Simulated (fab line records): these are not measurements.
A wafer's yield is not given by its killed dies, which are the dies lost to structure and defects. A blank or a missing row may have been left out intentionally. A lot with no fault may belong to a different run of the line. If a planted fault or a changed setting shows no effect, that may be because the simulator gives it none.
Which of the tools did it? ; flow nand harc ; 13 lots with 39 wafers sampled at 3 steps, on a route of 1302 steps

## WHAT EACH GAUGE READ, for each wafer
NHARC_A_ONON_D2_THK_MEAS_11: measures by ellipsometry.
lot;measured;on;thk nm (nm)
L732;day 13 02:39;film metro-02;995 996 994
L733;day 13 10:20;film metro-02;978 980 978
L735;day 14 13:39;film metro-01;1008 1009 1010
L736;day 14 22:38;film metro-01;1017 1016 1019
L737;day 14 22:49;film metro-02;1006 1007 1007
L738;day 15 12:52;film metro-01;1016 1018 1017
L739;day 16 04:54;film metro-02;1002 1002 1005
L740;day 16 17:23;film metro-01;987 987 986
L742;day 17 07:48;film metro-02;977 977 978
L741;day 17 07:48;film metro-01;1008 1008 1006
L747;day 18 21:03;film metro-01;996 997 996
L751;day 20 19:09;film metro-02;1010 1010 1012
L753;day 21 20:46;film metro-01;1007 1006 1006

NHARC_A_ONON_D2_THK_MEAS_24: measures by ellipsometry.
lot;measured;on;thk nm (nm)
L732;day 13 12:04;film metro-02;988 989 989
L733;day 13 21:22;film metro-01;1003 1002 1004
L735;day 14 22:40;film metro-01;1003 1004 1002
L736;day 15 07:44;film metro-01;996 996 995
L737;day 15 07:44;film metro-02;996 998 997
L738;day 15 21:53;film metro-01;1013 1012 1011
L739;day 16 14:39;film metro-01;993 991 989
L740;day 17 02:27;film metro-01;1002 1002 999
L742;day 17 16:53;film metro-01;992 991 992
L741;day 17 16:53;film metro-02;996 993 995
L747;day 19 07:01;film metro-02;1007 1006 1005
L751;day 21 06:28;film metro-01;991 1545 1545
L753;day 22 05:49;film metro-02;996 997 997

## WHICH TOOL RAN EACH LOT (tool, then ch and the chambers of the sampled wafers, then the start)
lot;NHARC_A_ONON_D2_DEP_22
L732;pecvd onon-03 ch 0, day 13 11:32
L733;pecvd onon-04 ch 0, day 13 20:55
L735;pecvd onon-02 ch 0, day 14 22:16
L736;pecvd onon-04 ch 0, day 15 07:18
L737;pecvd onon-03 ch 0, day 15 07:20
L738;pecvd onon-04 ch 0, day 15 21:22
L739;pecvd onon-04 ch 0, day 16 14:07
L740;pecvd onon-04 ch 0, day 17 02:03
L742;pecvd onon-04 ch 0, day 17 16:26
L741;pecvd onon-02 ch 0, day 17 16:26
L747;pecvd onon-02 ch 0, day 19 06:29
L751;pecvd onon-02 ch 0, day 21 05:56
L753;pecvd onon-04 ch 0, day 22 05:22
- NHARC_A_ONON_D2_DEP_22: target thk 1000 nm.

## WHAT THE TOOLS THEMSELVES READ (means of the sampled wafers that have a number; where no wafer has one, the mark that the record gives instead)
NHARC_A_ONON_D2_DEP_22.
lot;tool;n2 flow sccm (sccm)
L732;pecvd onon-03;2744
L733;pecvd onon-04;2753
L735;pecvd onon-02;2759
L736;pecvd onon-04;2751
L737;pecvd onon-03;2767
L738;pecvd onon-04;2745
L739;pecvd onon-04;2746
L740;pecvd onon-04;2754
L742;pecvd onon-04;2755
L741;pecvd onon-02;2743
L747;pecvd onon-02;2752
L751;pecvd onon-02;2750
L753;pecvd onon-04;2751

## THE ANSWER, worked out from the rows above alone
Rule: the usual values come from the lots themselves. Put in order of their means at a reading, lots are off if they are a third of the lots or fewer, leave a main group of 4 or more, and stand apart from it by a gap of 3 or more times the standard deviation of the main group's means; of several such gaps the widest counts. A main group is skipped when, at the precision printed for the reading in the tables above, its means are all equal. A lot without any number at a reading at which 4 lots or more have one is off too. Where the step has rows for the other lots, those lots are counted as sound. First the gauges in route order, then the tools' own readings, where a lot's mean is used as printed above. At the first step where some lot is off, the reading lying furthest off is the one used; lots without a number count as furthest.
Off at NHARC_A_ONON_D2_THK_MEAS_24 (thk nm): L751. The main group has a mean of 998 nm with a standard deviation of 6.5.
If a tool, at a process step before that reading, ran all the lots that are off and no sound lot after the first of them, it fits. Gauges at NHARC_A_ONON_D2_THK_MEAS_24: tried the same way as those tools. Undecided on this evidence; 2 tools fit (pecvd onon-02 at NHARC_A_ONON_D2_DEP_22, film metro-01 at NHARC_A_ONON_D2_THK_MEAS_24).

## WHAT THE SIMULATOR PUT IN
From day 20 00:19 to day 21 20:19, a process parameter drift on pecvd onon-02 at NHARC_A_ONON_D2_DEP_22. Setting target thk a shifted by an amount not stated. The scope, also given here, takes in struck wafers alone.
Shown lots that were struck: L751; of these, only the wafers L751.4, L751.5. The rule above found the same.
